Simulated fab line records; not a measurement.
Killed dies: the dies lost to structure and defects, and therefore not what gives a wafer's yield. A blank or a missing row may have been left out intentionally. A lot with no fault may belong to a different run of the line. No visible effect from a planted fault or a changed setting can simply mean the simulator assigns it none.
Which tool was responsible? | flow nandHarc | 12 lots, 36 wafers sampled, at 6 steps of a route of 1159

## WHAT THE GAUGES READ, wafer by wafer
NHARC_P_M1_OVL_MEAS_10: pitch 260 nm. Usual: overlayXNm 0.2 nm, standard deviation 0.78; overlayYNm 0.0 nm, standard deviation 0.94.
lot  | measured     | on         | overlayXNm (nm) | overlayYNm (nm) | flag
L968 | day 6 18:35  | overlay-01 | 0.1 -0.1 0.5    | -0.1 0.4 0.3    | 
L967 | day 6 18:52  | overlay-02 | 0.6 0.4 0.7     | 0.6 0.6 0.6     | 
L969 | day 7 06:22  | overlay-02 | 0.6 0.8 -0.1    | 0.6 0.0 -0.1    | 
L972 | day 7 17:37  | overlay-01 | 0.6 0.2 0.4     | 0.6 -0.1 0.4    | 
L971 | day 7 18:52  | overlay-01 | 2.6 3.0 2.8     | 0.6 0.7 0.8     | OFF
L973 | day 8 00:25  | overlay-01 | 0.2 0.3 0.2     | 0.4 0.1 0.2     | 
L974 | day 8 03:47  | overlay-01 | 4.0 3.6 3.8     | -1.4 -1.7 -0.9  | OFF
L978 | day 9 10:02  | overlay-01 | 3.1 3.5 3.4     | 0.0 0.8 0.0     | OFF
L981 | day 10 02:25 | overlay-01 | 0.2 0.7 0.1     | 0.4 0.1 0.3     | 
L983 | day 10 13:41 | overlay-01 | 0.1 0.2 0.3     | 1.2 1.5 1.3     | 
L984 | day 10 14:28 | overlay-01 | 0.6 0.6 1.1     | -0.4 0.1 0.3    | 
L986 | day 11 00:00 | overlay-02 | 1.1 1.8 1.6     | 0.3 0.1 -0.6    | 

NHARC_P_M1_CD_MEAS_16. Usual: cdNm 129.4 nm, standard deviation 0.77.
lot  | measured     | on       | cdNm (nm)         | flag
L968 | day 6 18:59  | cdSem-01 | 128.8 128.5 130.8 | 
L967 | day 6 19:16  | cdSem-03 | 129.8 128.4 127.9 | 
L969 | day 7 06:46  | cdSem-03 | 129.3 128.9 129.5 | 
L972 | day 7 18:02  | cdSem-02 | 129.4 128.3 128.4 | 
L971 | day 7 19:16  | cdSem-03 | 130.2 130.2 130.0 | 
L973 | day 8 00:50  | cdSem-02 | 129.1 128.4 128.7 | 
L974 | day 8 04:11  | cdSem-03 | 129.6 128.7 129.2 | 
L978 | day 9 10:26  | cdSem-03 | 130.8 129.4 129.8 | 
L981 | day 10 02:52 | cdSem-02 | 129.4 130.0 130.3 | 
L983 | day 10 14:05 | cdSem-01 | 128.8 129.8 129.7 | 
L984 | day 10 15:01 | cdSem-02 | 129.4 130.0 129.6 | 
L986 | day 11 00:25 | cdSem-03 | 129.3 128.9 129.8 | 

NHARC_END_SORT_01. Usual: defectLimitedYield 95.6 %, standard deviation 1.6; killedAtArray 26, standard deviation 10; killedAtOther 0.8, standard deviation 1.1; killedAtPeriphery 3.3, standard deviation 2.6; killedDies 30, standard deviation 11; killedOpen 3.4, standard deviation 1.8; killedShort 2.0, standard deviation 1.3; sort_bin_2_pct 1.4 %, standard deviation 0.6; sort_bin_3_pct 0.22 %, standard deviation 0.19; sort_bin_4_pct 2.8 %, standard deviation 1.1; sortNPass 647, standard deviation 11; sortRimYieldPct 95.8 %, standard deviation 3; sortYieldPct 95.6 %, standard deviation 1.6.
lot  | measured     | on        | defectLimitedYield (%) | killedAtArray | killedAtOther | killedAtPeriphery | killedDies | killedOpen | killedShort | sort_bin_2_pct (%) | sort_bin_3_pct (%) | sort_bin_4_pct (%) | sortNPass   | sortRimYieldPct (%) | sortYieldPct (%) | flag
L972 | day 21 01:05 | prober-01 | 96.2 97.8 96.3         | 17 12 17      | 2 1 1         | 7 2 7             | 26 15 25   | 4 0 2      | 2 1 1       | 0.9 0.7 1.2        | 0 0 0.44           | 3.0 1.5 2.1        | 651 662 652 | 97.2 98.1 98.1      | 96.2 97.8 96.3   | 
L971 | day 21 01:04 | prober-02 | 94.4 94.4 94.7         | 36 35 31      | 0 1 0         | 2 2 5             | 38 38 36   | 3 0 6      | 2 2 2       | 1.2 1.9 2.2        | 0.89 0.30 0.30     | 3.5 3.4 2.8        | 639 639 641 | 95.3 96.2 94.3      | 94.4 94.4 94.7   | 
L978 | day 22 11:29 | prober-02 | 97.0 97.5 97.3         | 19 15 13      | 0 0 1         | 1 2 4             | 20 17 18   | 4 4 4      | 1 2 2       | 0.9 0.1 0.6        | 0.30 0.15 0        | 1.8 2.2 2.1        | 657 660 659 | 99.1 99.1 95.3      | 97.0 97.5 97.3   | 
L981 | day 23 13:21 | prober-02 | 95.9 94.4 94.2         | 28 38 39      | 0 0 0         | 0 0 0             | 28 38 39   | 5 7 7      | 3 1 0       | 1.2 2.1 1.9        | 0.30 0.59 0.30     | 2.7 3.0 3.5        | 649 639 638 | 99.1 93.4 92.5      | 95.9 94.4 94.2   | 
L984 | day 23 20:18 | prober-01 | 94.8 94.2 94.7         | 31 35 35      | 2 2 1         | 2 2 0             | 35 39 36   | 3 2 4      | 1 1 2       | 1.9 2.1 1.8        | 0.44 0.44 0.59     | 2.8 3.2 3.0        | 642 638 641 | 93.4 92.5 93.4      | 94.8 94.2 94.7   | 

## WHICH TOOL RAN EACH LOT (tool, then ch and the chambers of the sampled wafers, then the start)
lot  | NHARC_P_M1_EXPOSE_06              | NHARC_P_M1_PVD_21                      | NHARC_P_M1_ANNEAL_31
L968 | arfiScanner-02 ch 0, day 6 18:22  | pvdSputter-01, day 6 20:31 or earlier  | rtpAnneal-01 ch 0, day 6 20:31
L967 | arfiScanner-02 ch 0, day 6 18:38  | pvdSputter-02, day 6 20:47 or earlier  | rtpAnneal-02 ch 0, day 6 20:47
L969 | arfiScanner-01 ch 0, day 7 06:08  | pvdSputter-02, day 7 08:19 or earlier  | rtpAnneal-01 ch 0, day 7 08:19
L972 | arfiScanner-01 ch 0, day 7 17:24  | pvdSputter-03, day 7 19:29 or earlier  | rtpAnneal-02 ch 0, day 7 19:29
L971 | arfiScanner-01 ch 0, day 7 18:38  | pvdSputter-03, day 7 20:42 or earlier  | rtpAnneal-02 ch 0, day 7 20:42
L973 | arfiScanner-02 ch 0, day 8 00:12  | pvdSputter-03, day 8 02:32 or earlier  | rtpAnneal-02 ch 0, day 8 02:32
L974 | arfiScanner-01 ch 0, day 8 03:34  | pvdSputter-03, day 8 05:40 or earlier  | rtpAnneal-02 ch 0, day 8 05:40
L978 | arfiScanner-01 ch 0, day 9 09:49  | pvdSputter-02, day 9 11:56 or earlier  | rtpAnneal-01 ch 0, day 9 11:56
L981 | arfiScanner-02 ch 0, day 10 02:12 | pvdSputter-01, day 10 04:23 or earlier | rtpAnneal-02 ch 0, day 10 04:23
L983 | arfiScanner-02 ch 0, day 10 13:28 | pvdSputter-03, day 10 15:32 or earlier | rtpAnneal-02 ch 0, day 10 15:32
L984 | arfiScanner-02 ch 0, day 10 14:15 | pvdSputter-02, day 10 16:29 or earlier | rtpAnneal-01 ch 0, day 10 16:29
L986 | arfiScanner-02 ch 0, day 10 23:47 | pvdSputter-02, day 11 01:56 or earlier | rtpAnneal-02 ch 0, day 11 01:56
- NHARC_P_M1_EXPOSE_06: exposes mask P M1, target cd 130 nm.
- NHARC_P_M1_PVD_21: deposits Cu, target thk 30 nm, time 20.49 s.
- NHARC_P_M1_ANNEAL_31: time 90 s.

## WHAT THE TOOLS THEMSELVES READ (means of the sampled wafers that have a number; where no wafer has one, the mark that the record gives instead)
NHARC_P_M1_PVD_21. Usual: throttleValvePct 30.6 %, standard deviation 1.
lot  | tool          | throttleValvePct (%) | flag
L968 | pvdSputter-01 | 30.8                 | 
L967 | pvdSputter-02 | 29.9                 | 
L969 | pvdSputter-02 | 30.3                 | 
L972 | pvdSputter-03 | 30.3                 | 
L971 | pvdSputter-03 | 30.6                 | 
L973 | pvdSputter-03 | 30.9                 | 
L974 | pvdSputter-03 | 30.9                 | 
L978 | pvdSputter-02 | 30.4                 | 
L981 | pvdSputter-01 | 30.3                 | 
L983 | pvdSputter-03 | 31.3                 | 
L984 | pvdSputter-02 | 30.0                 | 
L986 | pvdSputter-02 | 30.6                 | 

NHARC_P_M1_ANNEAL_31. Usual: annealTempCMax 225.82, standard deviation 0.29; wafer_temp_C_max 226.5, standard deviation 0.56.
lot  | tool         | annealTempCMax | wafer_temp_C_max | flag
L968 | rtpAnneal-01 | 225.88         | 226.7            | 
L967 | rtpAnneal-02 | 225.54         | 225.9            | 
L969 | rtpAnneal-01 | 225.97         | 226.7            | 
L972 | rtpAnneal-02 | 225.49         | 226.0            | 
L971 | rtpAnneal-02 | 225.39         | 226.0            | 
L973 | rtpAnneal-02 | 225.61         | 226.1            | 
L974 | rtpAnneal-02 | 225.56         | 225.8            | 
L978 | rtpAnneal-01 | 226.07         | 226.8            | 
L981 | rtpAnneal-02 | 225.68         | 225.8            | 
L983 | rtpAnneal-02 | 225.73         | 226.0            | 
L984 | rtpAnneal-01 | 226.04         | 227.2            | 
L986 | rtpAnneal-02 | 225.60         | 226.0            | 

## THE ANSWER, worked out from the rows above alone
Rule: lot off if the mean of its wafers having a number is beyond 3 standard deviations from the usual mean. Also off: a lot with no number at a reading for which 4 or more lots have one. Where the step has rows for the other lots, those lots are counted as sound. The gauges are gone through in route order, then the tools' own readings, and for those a lot's mean is taken as printed above. The first step at which some lot is off is used, and at that step the reading that is off furthest; a lot without a number counts as furthest.
Off: L971, L974, L978 (NHARC_P_M1_OVL_MEAS_10, overlayXNm).
If a tool, at a process step before that reading, ran all the lots that are off and no sound lot after the first of them, it fits. Gauges at NHARC_P_M1_OVL_MEAS_10: tried the same way as those tools. One fits: arfiScanner-01 at NHARC_P_M1_EXPOSE_06. A fault onset in the window from L972 (day 7 17:24, its last sound lot) to L971 (day 7 18:38, its first lot off) fits.

## WHAT HAD BEEN PUT IN BY THE SIMULATOR
Scanner matching overlay: arfiScanner-01, from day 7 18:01 on, at NHARC_P_M1_EXPOSE_06. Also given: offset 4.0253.
Shown lots that were struck: L971, L974, L978. The rule above reached the same finding.
